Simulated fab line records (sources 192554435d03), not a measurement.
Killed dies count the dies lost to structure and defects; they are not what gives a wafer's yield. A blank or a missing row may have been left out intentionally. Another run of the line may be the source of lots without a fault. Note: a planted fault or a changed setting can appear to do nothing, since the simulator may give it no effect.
fab line records / flow n5-finfet
record lots=12 wafers=36 last-day=18
route steps=1938 shown BEOL_M11@1536
lots with no fault: from the same line, run without faults
start-h: start of the lot's first displayed wafer, in hours after the record's first day / wait-h: how many hours have passed since the lot's step before this one / " as in the row above / L1.1+2: one row covering several wafers at once / - no value present, or no start provided / * or withheld: withheld / < > ~ a bound
route shown NAME@n: names a module that has steps shown in the file, with the first one's number in the route / usual: mean/standard deviation taken from wafers without a fault / same: alike in all rows / chamber/n: place in a boat / sites: each site's reading / _std_site: standard deviation of those values / _edge_site: mean of outer sites minus mean of inner sites / radius-mm: for every site, how far away it sits from the centre of the wafer / mask NAME#n: copy n / behind: the tool/chamber that last shaped the wafer / hold: the reason the lot was held/the length of the hold in hours/how it ended / device: transistor that didn't switch, given as n, p or np / end of line: the route-end tests of the same wafers / for a step that has no rows: nothing shown but its recipe / killed: the dies lost at the first sort to structure and to defects; this is not the yield of the wafer / map: a wafer's dies, x killed, . not, _ none there
set.NAME: the setting the step ran with; set.NAME@STEP: the setting that earlier step ran with / model.NAME: the simulator's own value behind a step, which no gauge read
the route's steps for a sample of lots (tables are steps, rows are wafers)
services: when a tool's chamber went out of use (start-h, in hours from the record's first day, below 0 if earlier), for how many hours, and the reason
## steps
# step N5_BEOL_M11_ILD_DEP_00
# recipe material=SiCOH_lowk target-thk-a=3085.1 temp-c=300 precursor=DEMS/porogen pressure-torr=5 rf-w=500 time-s=58
# usual chamber-pressure-Torr=5.002/0.012 heater-power-w=317/59 showerhead-plenum-p-Torr=5.729/0.013 throttle-valve-pct=14.0/0.97
lot.wafer=L914.2 tool=pecvd-02 chamber=1 start-h=219.63 wait-h=0.0 chamber-pressure-Torr=4.995 heater-power-w=275 showerhead-plenum-p-Torr=5.723 throttle-valve-pct=14.0
lot.wafer=L914.3 tool=pecvd-02 chamber=0 start-h=219.63 wait-h=0.0 chamber-pressure-Torr=4.994 heater-power-w=314 showerhead-plenum-p-Torr=5.735 throttle-valve-pct=14.0
lot.wafer=L914.4 tool=pecvd-02 chamber=2 start-h=219.63 wait-h=0.0 chamber-pressure-Torr=5.012 heater-power-w=419 showerhead-plenum-p-Torr=5.740 throttle-valve-pct=13.8
lot.wafer=L917.3 tool=pecvd-04 chamber=0 start-h=235.79 wait-h=0.0 chamber-pressure-Torr=4.987 heater-power-w=303 showerhead-plenum-p-Torr=5.735 throttle-valve-pct=13.9
lot.wafer=L917.4 tool=pecvd-04 chamber=2 start-h=235.79 wait-h=0.0 chamber-pressure-Torr=5.017 heater-power-w=393 showerhead-plenum-p-Torr=5.709 throttle-valve-pct=13.5
lot.wafer=L917.6 tool=pecvd-04 chamber=0 start-h=235.79 wait-h=0.0 chamber-pressure-Torr=5.008 heater-power-w=323 showerhead-plenum-p-Torr=5.750 throttle-valve-pct=14.1
lot.wafer=L920.1 tool=pecvd-03 chamber=2 start-h=260.62 wait-h=0.0 chamber-pressure-Torr=4.990 heater-power-w=234 showerhead-plenum-p-Torr=5.713 throttle-valve-pct=11.9
lot.wafer=L920.3 tool=pecvd-03 chamber=1 start-h=260.62 wait-h=0.0 chamber-pressure-Torr=4.993 heater-power-w=278 showerhead-plenum-p-Torr=5.725 throttle-valve-pct=14.9
lot.wafer=L920.4 tool=pecvd-03 chamber=0 start-h=260.62 wait-h=0.0 chamber-pressure-Torr=5.011 heater-power-w=270 showerhead-plenum-p-Torr=5.718 throttle-valve-pct=15.2
lot.wafer=L922.2 tool=pecvd-03 chamber=1 start-h=267.29 wait-h=0.0 chamber-pressure-Torr=4.998 heater-power-w=287 showerhead-plenum-p-Torr=5.741 throttle-valve-pct=15.0
lot.wafer=L922.4 tool=pecvd-03 chamber=1 start-h=267.29 wait-h=0.0 chamber-pressure-Torr=5.002 heater-power-w=292 showerhead-plenum-p-Torr=5.731 throttle-valve-pct=14.8
lot.wafer=L922.5 tool=pecvd-03 chamber=2 start-h=267.29 wait-h=0.0 chamber-pressure-Torr=4.993 heater-power-w=257 showerhead-plenum-p-Torr=5.715 throttle-valve-pct=12.0
lot.wafer=L930.2 tool=pecvd-02 chamber=0 start-h=313.87 wait-h=0.0 chamber-pressure-Torr=5.006 heater-power-w=321 showerhead-plenum-p-Torr=5.735 throttle-valve-pct=14.0
lot.wafer=L930.3 tool=pecvd-02 chamber=1 start-h=313.87 wait-h=0.0 chamber-pressure-Torr=5.020 heater-power-w=268 showerhead-plenum-p-Torr=5.744 throttle-valve-pct=14.1
lot.wafer=L930.5 tool=pecvd-02 chamber=1 start-h=313.87 wait-h=0.0 chamber-pressure-Torr=5.012 heater-power-w=273 showerhead-plenum-p-Torr=5.761 throttle-valve-pct=13.7
lot.wafer=L928.1 tool=pecvd-02 chamber=2 start-h=314.96 wait-h=0.0 chamber-pressure-Torr=5.014 heater-power-w=369 showerhead-plenum-p-Torr=5.757 throttle-valve-pct=13.7
lot.wafer=L928.4 tool=pecvd-02 chamber=0 start-h=314.96 wait-h=0.0 chamber-pressure-Torr=5.006 heater-power-w=318 showerhead-plenum-p-Torr=5.727 throttle-valve-pct=14.2
lot.wafer=L928.5 tool=pecvd-02 chamber=1 start-h=314.96 wait-h=0.0 chamber-pressure-Torr=5.008 heater-power-w=279 showerhead-plenum-p-Torr=5.730 throttle-valve-pct=13.9
lot.wafer=L931.1 tool=pecvd-03 chamber=1 start-h=324.84 wait-h=0.0 chamber-pressure-Torr=5.001 heater-power-w=270 showerhead-plenum-p-Torr=5.728 throttle-valve-pct=15.0
lot.wafer=L931.4 tool=pecvd-03 chamber=2 start-h=324.84 wait-h=0.0 chamber-pressure-Torr=5.004 heater-power-w=203 showerhead-plenum-p-Torr=5.730 throttle-valve-pct=12.5
lot.wafer=L931.5 tool=pecvd-03 chamber=0 start-h=324.84 wait-h=0.0 chamber-pressure-Torr=4.989 heater-power-w=277 showerhead-plenum-p-Torr=5.718 throttle-valve-pct=15.1
lot.wafer=L929.2 tool=pecvd-02 chamber=0 start-h=325.59 wait-h=0.0 chamber-pressure-Torr=4.988 heater-power-w=354 showerhead-plenum-p-Torr=5.750 throttle-valve-pct=13.8
lot.wafer=L929.3 tool=pecvd-02 chamber=1 start-h=325.59 wait-h=0.0 chamber-pressure-Torr=5.009 heater-power-w=259 showerhead-plenum-p-Torr=5.727 throttle-valve-pct=14.1
lot.wafer=L929.6 tool=pecvd-02 chamber=0 start-h=325.59 wait-h=0.0 chamber-pressure-Torr=4.982 heater-power-w=282 showerhead-plenum-p-Torr=5.731 throttle-valve-pct=13.9
lot.wafer=L933.3 tool=pecvd-02 chamber=1 start-h=346.96 wait-h=0.0 chamber-pressure-Torr=4.988 heater-power-w=252 showerhead-plenum-p-Torr=5.728 throttle-valve-pct=13.8
lot.wafer=L933.5 tool=pecvd-02 chamber=2 start-h=346.96 wait-h=0.0 chamber-pressure-Torr=5.013 heater-power-w=443 showerhead-plenum-p-Torr=5.759 throttle-valve-pct=13.9
lot.wafer=L933.6 tool=pecvd-02 chamber=0 start-h=346.96 wait-h=0.0 chamber-pressure-Torr=5.014 heater-power-w=349 showerhead-plenum-p-Torr=5.729 throttle-valve-pct=13.9
lot.wafer=L936.1 tool=pecvd-04 chamber=1 start-h=366.10 wait-h=0.0 chamber-pressure-Torr=5.000 heater-power-w=409 showerhead-plenum-p-Torr=5.717 throttle-valve-pct=13.4
lot.wafer=L936.2 tool=pecvd-04 chamber=0 start-h=366.10 wait-h=0.0 chamber-pressure-Torr=4.998 heater-power-w=359 showerhead-plenum-p-Torr=5.724 throttle-valve-pct=13.9
lot.wafer=L936.4 tool=pecvd-04 chamber=2 start-h=366.10 wait-h=0.0 chamber-pressure-Torr=4.999 heater-power-w=406 showerhead-plenum-p-Torr=5.719 throttle-valve-pct=13.5
lot.wafer=L935.2 tool=pecvd-02 chamber=1 start-h=366.79 wait-h=0.0 chamber-pressure-Torr=4.984 heater-power-w=265 showerhead-plenum-p-Torr=5.737 throttle-valve-pct=13.8
lot.wafer=L935.4 tool=pecvd-02 chamber=1 start-h=366.79 wait-h=0.0 chamber-pressure-Torr=4.988 heater-power-w=264 showerhead-plenum-p-Torr=5.738 throttle-valve-pct=13.8
lot.wafer=L935.6 tool=pecvd-02 chamber=2 start-h=366.79 wait-h=0.0 chamber-pressure-Torr=5.024 heater-power-w=354 showerhead-plenum-p-Torr=5.742 throttle-valve-pct=13.5
lot.wafer=L937.2 tool=pecvd-03 chamber=1 start-h=374.41 wait-h=0.0 chamber-pressure-Torr=5.006 heater-power-w=294 showerhead-plenum-p-Torr=5.714 throttle-valve-pct=15.2
lot.wafer=L937.4 tool=pecvd-03 chamber=0 start-h=374.41 wait-h=0.0 chamber-pressure-Torr=5.004 heater-power-w=288 showerhead-plenum-p-Torr=5.724 throttle-valve-pct=15.6
lot.wafer=L937.5 tool=pecvd-03 chamber=2 start-h=374.41 wait-h=0.0 chamber-pressure-Torr=5.002 heater-power-w=206 showerhead-plenum-p-Torr=5.693 throttle-valve-pct=12.3
# step N5_BEOL_M11_CURE_71
# recipe temp-c=385 time-s=240 ambient=He/Ar material=SiCOH_lowk
# usual lamp-power-pct=52.31/0.056 wafer_temp_C_max=387.1/0.7
lot.wafer=L914.2 tool=uv-cure-01 chamber=0 start-h=220.19 wait-h=0.5 lamp-power-pct=52.33 wafer_temp_C_max=386.6
lot.wafer=L914.3 tool=uv-cure-01 chamber=0 start-h=220.19 wait-h=0.5 lamp-power-pct=52.21 wafer_temp_C_max=386.7
lot.wafer=L914.4 tool=uv-cure-01 chamber=0 start-h=220.19 wait-h=0.5 lamp-power-pct=52.25 wafer_temp_C_max=386.6
lot.wafer=L917.3 tool=uv-cure-02 chamber=1 start-h=236.86 wait-h=1.0 lamp-power-pct=52.33 wafer_temp_C_max=387.8
lot.wafer=L917.4 tool=uv-cure-02 chamber=1 start-h=236.86 wait-h=1.0 lamp-power-pct=52.41 wafer_temp_C_max=387.1
lot.wafer=L917.6 tool=uv-cure-02 chamber=1 start-h=236.86 wait-h=1.0 lamp-power-pct=52.32 wafer_temp_C_max=388.3
lot.wafer=L920.1 tool=uv-cure-01 chamber=2 start-h=260.70 wait-h=0.0 lamp-power-pct=52.29 wafer_temp_C_max=388.2
lot.wafer=L920.3 tool=uv-cure-01 chamber=2 start-h=260.70 wait-h=0.0 lamp-power-pct=52.41 wafer_temp_C_max=387.9
lot.wafer=L920.4 tool=uv-cure-01 chamber=2 start-h=260.70 wait-h=0.0 lamp-power-pct=52.33 wafer_temp_C_max=387.6
lot.wafer=L922.2 tool=uv-cure-01 chamber=2 start-h=267.45 wait-h=0.1 lamp-power-pct=52.19 wafer_temp_C_max=387.4
lot.wafer=L922.4 tool=uv-cure-01 chamber=2 start-h=267.45 wait-h=0.1 lamp-power-pct=52.37 wafer_temp_C_max=386.7
lot.wafer=L922.5 tool=uv-cure-01 chamber=2 start-h=267.45 wait-h=0.1 lamp-power-pct=52.40 wafer_temp_C_max=387.6
lot.wafer=L930.2 tool=uv-cure-02 chamber=2 start-h=314.79 wait-h=0.9 lamp-power-pct=52.27 wafer_temp_C_max=386.3
lot.wafer=L930.3 tool=uv-cure-02 chamber=2 start-h=314.79 wait-h=0.9 lamp-power-pct=52.30 wafer_temp_C_max=386.6
lot.wafer=L930.5 tool=uv-cure-02 chamber=2 start-h=316.71 wait-h=2.8 lamp-power-pct=52.26 wafer_temp_C_max=386.6
lot.wafer=L928.1 tool=uv-cure-03 chamber=1 start-h=315.20 wait-h=0.2 lamp-power-pct=52.24 wafer_temp_C_max=387.7
lot.wafer=L928.4 tool=uv-cure-03 chamber=1 start-h=315.20 wait-h=0.2 lamp-power-pct=52.26 wafer_temp_C_max=387.5
lot.wafer=L928.5 tool=uv-cure-03 chamber=1 start-h=315.20 wait-h=0.2 lamp-power-pct=52.37 wafer_temp_C_max=387.6
lot.wafer=L931.1 tool=uv-cure-01 chamber=1 start-h=324.96 wait-h=0.1 lamp-power-pct=52.35 wafer_temp_C_max=386.7
lot.wafer=L931.4 tool=uv-cure-01 chamber=1 start-h=324.96 wait-h=0.1 lamp-power-pct=52.35 wafer_temp_C_max=386.3
lot.wafer=L931.5 tool=uv-cure-01 chamber=1 start-h=324.96 wait-h=0.1 lamp-power-pct=52.31 wafer_temp_C_max=386.9
lot.wafer=L929.2 tool=uv-cure-02 chamber=1 start-h=325.83 wait-h=0.2 lamp-power-pct=52.44 wafer_temp_C_max=388.5
lot.wafer=L929.3 tool=uv-cure-02 chamber=1 start-h=325.83 wait-h=0.2 lamp-power-pct=52.30 wafer_temp_C_max=388.0
lot.wafer=L929.6 tool=uv-cure-02 chamber=1 start-h=325.83 wait-h=0.2 lamp-power-pct=52.30 wafer_temp_C_max=387.4
lot.wafer=L933.3 tool=uv-cure-03 chamber=1 start-h=347.36 wait-h=0.4 lamp-power-pct=52.31 wafer_temp_C_max=387.6
lot.wafer=L933.5 tool=uv-cure-03 chamber=1 start-h=347.36 wait-h=0.4 lamp-power-pct=52.24 wafer_temp_C_max=387.6
lot.wafer=L933.6 tool=uv-cure-03 chamber=1 start-h=347.36 wait-h=0.4 lamp-power-pct=52.34 wafer_temp_C_max=388.3
lot.wafer=L936.1 tool=uv-cure-03 chamber=2 start-h=367.35 wait-h=1.2 lamp-power-pct=52.32 wafer_temp_C_max=386.9
lot.wafer=L936.2 tool=uv-cure-03 chamber=2 start-h=367.35 wait-h=1.2 lamp-power-pct=52.38 wafer_temp_C_max=386.7
lot.wafer=L936.4 tool=uv-cure-03 chamber=2 start-h=367.35 wait-h=1.2 lamp-power-pct=52.23 wafer_temp_C_max=386.7
lot.wafer=L935.2 tool=uv-cure-03 chamber=1 start-h=368.87 wait-h=2.0 lamp-power-pct=52.27 wafer_temp_C_max=388.2
lot.wafer=L935.4 tool=uv-cure-03 chamber=1 start-h=368.87 wait-h=2.0 lamp-power-pct=52.32 wafer_temp_C_max=386.8
lot.wafer=L935.6 tool=uv-cure-03 chamber=1 start-h=368.87 wait-h=2.0 lamp-power-pct=52.40 wafer_temp_C_max=388.3
lot.wafer=L937.2 tool=uv-cure-03 chamber=1 start-h=374.57 wait-h=0.1 lamp-power-pct=52.40 wafer_temp_C_max=387.6
lot.wafer=L937.4 tool=uv-cure-03 chamber=1 start-h=374.57 wait-h=0.1 lamp-power-pct=52.19 wafer_temp_C_max=387.3
lot.wafer=L937.5 tool=uv-cure-03 chamber=1 start-h=374.57 wait-h=0.1 lamp-power-pct=52.28 wafer_temp_C_max=388.6
# step N5_BEOL_M11_COAT_05
# recipe resist=CAR-ArF spin-rpm=1500 resist-thk-nm=90
# usual spin-speed-rpm=1500.0/1.1
lot.wafer=L914.2 tool=litho-track-04 chamber=0 start-h=222.08 wait-h=- spin-speed-rpm=1501.0
lot.wafer=L914.3 tool=litho-track-04 chamber=0 start-h=222.08 wait-h=- spin-speed-rpm=1500.3
lot.wafer=L914.4 tool=litho-track-04 chamber=0 start-h=222.08 wait-h=- spin-speed-rpm=1500.4
lot.wafer=L917.3 tool=litho-track-02 chamber=0 start-h=237.89 wait-h=- spin-speed-rpm=1497.8
lot.wafer=L917.4 tool=litho-track-02 chamber=0 start-h=237.89 wait-h=- spin-speed-rpm=1499.8
lot.wafer=L917.6 tool=litho-track-02 chamber=0 start-h=237.89 wait-h=- spin-speed-rpm=1496.8
lot.wafer=L920.1 tool=litho-track-02 chamber=0 start-h=261.95 wait-h=- spin-speed-rpm=1408.4
lot.wafer=L920.3 tool=litho-track-02 chamber=0 start-h=261.95 wait-h=- spin-speed-rpm=1409.7
lot.wafer=L920.4 tool=litho-track-02 chamber=0 start-h=261.95 wait-h=- spin-speed-rpm=1408.5
lot.wafer=L922.2 tool=litho-track-02 chamber=0 start-h=269.47 wait-h=- spin-speed-rpm=1409.5
lot.wafer=L922.4 tool=litho-track-02 chamber=0 start-h=269.47 wait-h=- spin-speed-rpm=1409.5
lot.wafer=L922.5 tool=litho-track-02 chamber=0 start-h=269.47 wait-h=- spin-speed-rpm=1410.5
lot.wafer=L928.1 tool=litho-track-03 chamber=0 start-h=316.82 wait-h=- spin-speed-rpm=1499.7
lot.wafer=L928.4 tool=litho-track-03 chamber=0 start-h=316.82 wait-h=- spin-speed-rpm=1499.9
lot.wafer=L928.5 tool=litho-track-03 chamber=0 start-h=316.82 wait-h=- spin-speed-rpm=1501.5
lot.wafer=L930.2 tool=litho-track-03 chamber=0 start-h=321.59 wait-h=- spin-speed-rpm=1501.4
lot.wafer=L930.3 tool=litho-track-03 chamber=0 start-h=321.59 wait-h=- spin-speed-rpm=1499.8
lot.wafer=L930.5 tool=litho-track-03 chamber=0 start-h=321.59 wait-h=- spin-speed-rpm=1500.8
lot.wafer=L931.1 tool=litho-track-04 chamber=0 start-h=326.66 wait-h=- spin-speed-rpm=1499.1
lot.wafer=L931.4 tool=litho-track-04 chamber=0 start-h=326.66 wait-h=- spin-speed-rpm=1499.4
lot.wafer=L931.5 tool=litho-track-04 chamber=0 start-h=326.66 wait-h=- spin-speed-rpm=1498.8
lot.wafer=L929.2 tool=litho-track-03 chamber=0 start-h=331.28 wait-h=- spin-speed-rpm=1501.7
lot.wafer=L929.3 tool=litho-track-03 chamber=0 start-h=331.28 wait-h=- spin-speed-rpm=1499.7
lot.wafer=L929.6 tool=litho-track-03 chamber=0 start-h=331.28 wait-h=- spin-speed-rpm=1501.2
lot.wafer=L933.3 tool=litho-track-02 chamber=0 start-h=350.16 wait-h=- spin-speed-rpm=1500.9
lot.wafer=L933.5 tool=litho-track-02 chamber=0 start-h=350.16 wait-h=- spin-speed-rpm=1499.9
lot.wafer=L933.6 tool=litho-track-02 chamber=0 start-h=350.16 wait-h=- spin-speed-rpm=1501.5
lot.wafer=L936.1 tool=litho-track-03 chamber=0 start-h=368.48 wait-h=- spin-speed-rpm=1499.9
lot.wafer=L936.2 tool=litho-track-03 chamber=0 start-h=368.48 wait-h=- spin-speed-rpm=1501.6
lot.wafer=L936.4 tool=litho-track-03 chamber=0 start-h=368.48 wait-h=- spin-speed-rpm=1500.2
lot.wafer=L935.2 tool=litho-track-04 chamber=0 start-h=370.89 wait-h=- spin-speed-rpm=1500.4
lot.wafer=L935.4 tool=litho-track-04 chamber=0 start-h=370.89 wait-h=- spin-speed-rpm=1499.4
lot.wafer=L935.6 tool=litho-track-04 chamber=0 start-h=370.89 wait-h=- spin-speed-rpm=1500.5
lot.wafer=L937.2 tool=litho-track-04 chamber=0 start-h=375.69 wait-h=- spin-speed-rpm=1499.8
lot.wafer=L937.4 tool=litho-track-04 chamber=0 start-h=375.69 wait-h=- spin-speed-rpm=1500.1
lot.wafer=L937.5 tool=litho-track-04 chamber=0 start-h=375.69 wait-h=- spin-speed-rpm=1499.5
# step N5_BEOL_M11_OVL_MEAS_12
# recipe points-per-wafer=44
# usual M11_OVL=0.1/0.66
# same points-per-wafer=44
lot.wafer=L914.2 tool=overlay-02 chamber=0 start-h=222.35 wait-h=0.0 M11_OVL[nm]=0.8
lot.wafer=L914.3 tool=overlay-02 chamber=0 start-h=222.35 wait-h=0.0 M11_OVL[nm]=-0.9
lot.wafer=L914.4 tool=overlay-02 chamber=0 start-h=222.35 wait-h=0.0 M11_OVL[nm]=-0.6
lot.wafer=L917.3 tool=overlay-02 chamber=0 start-h=238.29 wait-h=0.0 M11_OVL[nm]=-0.9
lot.wafer=L917.4 tool=overlay-02 chamber=0 start-h=238.29 wait-h=0.0 M11_OVL[nm]=0.5
lot.wafer=L917.6 tool=overlay-02 chamber=0 start-h=238.29 wait-h=0.0 M11_OVL[nm]=-0.6
lot.wafer=L920.1 tool=overlay-01 chamber=0 start-h=262.22 wait-h=0.0 M11_OVL[nm]=0.6
lot.wafer=L920.3 tool=overlay-01 chamber=0 start-h=262.22 wait-h=0.0 M11_OVL[nm]=-0.5
lot.wafer=L920.4 tool=overlay-01 chamber=0 start-h=262.22 wait-h=0.0 M11_OVL[nm]=0.5
lot.wafer=L922.2 tool=overlay-02 chamber=0 start-h=269.87 wait-h=0.0 M11_OVL[nm]=-0.9
lot.wafer=L922.4 tool=overlay-02 chamber=0 start-h=269.87 wait-h=0.0 M11_OVL[nm]=-0.1
lot.wafer=L922.5 tool=overlay-02 chamber=0 start-h=269.87 wait-h=0.0 M11_OVL[nm]=-0.8
lot.wafer=L928.1 tool=overlay-02 chamber=0 start-h=317.22 wait-h=0.0 M11_OVL[nm]=0.0
lot.wafer=L928.4 tool=overlay-02 chamber=0 start-h=317.22 wait-h=0.0 M11_OVL[nm]=-0.2
lot.wafer=L928.5 tool=overlay-02 chamber=0 start-h=317.22 wait-h=0.0 M11_OVL[nm]=-0.3
lot.wafer=L930.2 tool=overlay-02 chamber=0 start-h=321.86 wait-h=0.0 M11_OVL[nm]=-0.9
lot.wafer=L930.3 tool=overlay-02 chamber=0 start-h=321.86 wait-h=0.0 M11_OVL[nm]=0.3
lot.wafer=L930.5 tool=overlay-02 chamber=0 start-h=321.86 wait-h=0.0 M11_OVL[nm]=0.6
lot.wafer=L931.1 tool=overlay-02 chamber=0 start-h=327.05 wait-h=0.0 M11_OVL[nm]=1.0
lot.wafer=L931.4 tool=overlay-02 chamber=0 start-h=327.05 wait-h=0.0 M11_OVL[nm]=-1.3
lot.wafer=L931.5 tool=overlay-02 chamber=0 start-h=327.05 wait-h=0.0 M11_OVL[nm]=1.2
lot.wafer=L929.2 tool=overlay-02 chamber=0 start-h=331.54 wait-h=0.0 M11_OVL[nm]=-0.3
lot.wafer=L929.3 tool=overlay-02 chamber=0 start-h=331.54 wait-h=0.0 M11_OVL[nm]=-0.3
lot.wafer=L929.6 tool=overlay-02 chamber=0 start-h=331.54 wait-h=0.0 M11_OVL[nm]=-0.2
lot.wafer=L933.3 tool=overlay-01 chamber=0 start-h=350.55 wait-h=0.0 M11_OVL[nm]=-0.5
lot.wafer=L933.5 tool=overlay-01 chamber=0 start-h=350.55 wait-h=0.0 M11_OVL[nm]=-0.3
lot.wafer=L933.6 tool=overlay-01 chamber=0 start-h=350.55 wait-h=0.0 M11_OVL[nm]=-0.5
lot.wafer=L936.1 tool=overlay-02 chamber=0 start-h=368.98 wait-h=0.0 M11_OVL[nm]=1.1
lot.wafer=L936.2 tool=overlay-02 chamber=0 start-h=368.98 wait-h=0.0 M11_OVL[nm]=0.5
lot.wafer=L936.4 tool=overlay-02 chamber=0 start-h=368.98 wait-h=0.0 M11_OVL[nm]=1.6
lot.wafer=L935.2 tool=overlay-01 chamber=0 start-h=371.29 wait-h=0.0 M11_OVL[nm]=0.6
lot.wafer=L935.4 tool=overlay-01 chamber=0 start-h=371.29 wait-h=0.0 M11_OVL[nm]=0.6
lot.wafer=L935.6 tool=overlay-01 chamber=0 start-h=371.29 wait-h=0.0 M11_OVL[nm]=1.4
lot.wafer=L937.2 tool=overlay-02 chamber=0 start-h=376.08 wait-h=0.0 M11_OVL[nm]=-0.2
lot.wafer=L937.4 tool=overlay-02 chamber=0 start-h=376.08 wait-h=0.0 M11_OVL[nm]=0.6
lot.wafer=L937.5 tool=overlay-02 chamber=0 start-h=376.08 wait-h=0.0 M11_OVL[nm]=-0.8
## services
tool=uv-cure-02 chamber=- start-h=198.43 hours=7.5 kind=pm
tool=pecvd-04 chamber=- start-h=200.20 hours=0.3 kind=repair
tool=pecvd-03 chamber=2 start-h=202.38 hours=- kind=clean
tool=pecvd-03 chamber=2 start-h=202.38 hours=- kind=consumable-replace:showerhead
tool=pecvd-03 chamber=2 start-h=202.38 hours=29.0 kind=scheduled-down
tool=pecvd-03 chamber=2 start-h=202.38 hours=29.0 kind=vent-cycle
tool=uv-cure-03 chamber=- start-h=205.77 hours=1.0 kind=pm
tool=uv-cure-02 chamber=- start-h=229.35 hours=2.1 kind=pm
tool=uv-cure-01 chamber=- start-h=233.67 hours=7.5 kind=pm
tool=uv-cure-03 chamber=- start-h=241.28 hours=22.2 kind=pm
tool=pecvd-02 chamber=0 start-h=253.33 hours=6.3 kind=repair
tool=pecvd-04 chamber=0 start-h=254.36 hours=4.9 kind=repair
tool=litho-track-02 chamber=- start-h=268.85 hours=- kind=consumable-replace:filter
tool=pecvd-03 chamber=1 start-h=275.23 hours=2.1 kind=scheduled-down
tool=pecvd-03 chamber=2 start-h=293.15 hours=5.0 kind=scheduled-down
tool=litho-track-03 chamber=- start-h=298.21 hours=- kind=consumable-replace:filter
tool=pecvd-02 chamber=2 start-h=309.34 hours=2.1 kind=scheduled-down
tool=pecvd-02 chamber=- start-h=316.35 hours=6.0 kind=pm
tool=pecvd-02 chamber=1 start-h=339.08 hours=4.0 kind=repair
tool=litho-track-04 chamber=- start-h=340.14 hours=- kind=consumable-replace:filter
tool=uv-cure-02 chamber=- start-h=344.87 hours=1.0 kind=pm
tool=pecvd-02 chamber=1 start-h=355.91 hours=9.4 kind=repair
tool=uv-cure-01 chamber=- start-h=357.97 hours=13.1 kind=repair
tool=uv-cure-02 chamber=- start-h=365.21 hours=14.6 kind=pm
## key
first-sign step=N5_BEOL_M11_COAT_05 reading=spin-speed-rpm direction=down sigmas=80 usual=* struck=*
effect none on later readings
met-at N5_BEOL_M11_COAT_05
struck-lots L920,L922
not-acting-at N5_BEOL_M11_ILD_DEP_00,N5_BEOL_M11_CURE_71,N5_BEOL_M11_OVL_MEAS_12
onset-between 237.89 261.95
fault kind=process-parameter-drift tool=litho-track-02 chamber=- onset-h=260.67 steps=N5_BEOL_M11_COAT_05 channel=spin-rpm offset=* shape=step end-h=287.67 acts-in=* stated=*
